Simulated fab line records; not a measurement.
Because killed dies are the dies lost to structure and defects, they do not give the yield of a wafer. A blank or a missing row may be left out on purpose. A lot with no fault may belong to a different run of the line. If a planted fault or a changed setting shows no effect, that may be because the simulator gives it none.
Which tool is to blame? || flow nand_harc || Sampling: 6 lots, 18 wafers, 2 of 1302 route steps

WHAT THE GAUGES SHOWED, per wafer
NHARC_P_ZERO_WELL_CD_MEAS_52 targets a cd of 2000 nm.
{"lot": "L253", "measured": "day 4 04:48", "on": "cd_sem-01", "cd_nm (nm)": "2001.8 1998.9 2000.4"}
{"lot": "L259", "measured": "day 6 15:30", "on": "cd_sem-01", "cd_nm (nm)": "2018.8 1999.4 1999.5"}
{"lot": "L265", "measured": "day 9 03:37", "on": "cd_sem-01", "cd_nm (nm)": "1999.3 1999.2 2000.5"}
{"lot": "L267", "measured": "day 9 23:36", "on": "cd_sem-02", "cd_nm (nm)": "2000.0 1999.2 1999.2"}
{"lot": "L269", "measured": "day 10 19:44", "on": "cd_sem-03", "cd_nm (nm)": "2000.8 2002.5 2000.2"}
{"lot": "L271", "measured": "day 11 15:56", "on": "cd_sem-02", "cd_nm (nm)": "2000.0 1998.4 1999.2"}

EACH LOT AND THE TOOL THAT RAN IT (in order: tool; ch and the chambers of the sampled wafers; start)
{"lot": "L253", "NHARC_P_ZERO_WELL_EXPOSE_49": "krf_scanner-01 ch 0, day 4 04:39"}
{"lot": "L259", "NHARC_P_ZERO_WELL_EXPOSE_49": "krf_scanner-03 ch 0, day 6 15:21"}
{"lot": "L265", "NHARC_P_ZERO_WELL_EXPOSE_49": "krf_scanner-03 ch 0, day 9 03:28"}
{"lot": "L267", "NHARC_P_ZERO_WELL_EXPOSE_49": "krf_scanner-03 ch 0, day 9 23:27"}
{"lot": "L269", "NHARC_P_ZERO_WELL_EXPOSE_49": "krf_scanner-04 ch 0, day 10 19:35"}
{"lot": "L271", "NHARC_P_ZERO_WELL_EXPOSE_49": "krf_scanner-03 ch 0, day 11 15:47"}
- NHARC_P_ZERO_WELL_EXPOSE_49: exposes mask P HVPW, target cd 2000 nm.

THE ANSWER, worked out from the rows above alone
Rule: what is usual is taken from the lots themselves. Put in order of their means at a reading, lots are off if they are a third of the lots or fewer, leave a main group of 4 or more, and stand apart from it by a gap of 3 or more times the standard deviation of the main group's means; of several such gaps the widest counts. A main group is skipped when, at the precision printed for the reading in the tables above, its means are all equal. Also off: a lot with no number at a reading for which 4 or more lots have one. Any other lot the step has rows for is counted as sound.
Off: L259, at NHARC_P_ZERO_WELL_CD_MEAS_52 (cd_nm). The main group has a mean of 2000.0 nm with a standard deviation of 0.71.
If a tool, at a process step before that reading, ran all the lots that are off and no sound lot after the first of them, it fits. The gauges at NHARC_P_ZERO_WELL_CD_MEAS_52 are tried like those tools. No candidate that was tried fits.

WHAT THE SIMULATOR HAD INSERTED
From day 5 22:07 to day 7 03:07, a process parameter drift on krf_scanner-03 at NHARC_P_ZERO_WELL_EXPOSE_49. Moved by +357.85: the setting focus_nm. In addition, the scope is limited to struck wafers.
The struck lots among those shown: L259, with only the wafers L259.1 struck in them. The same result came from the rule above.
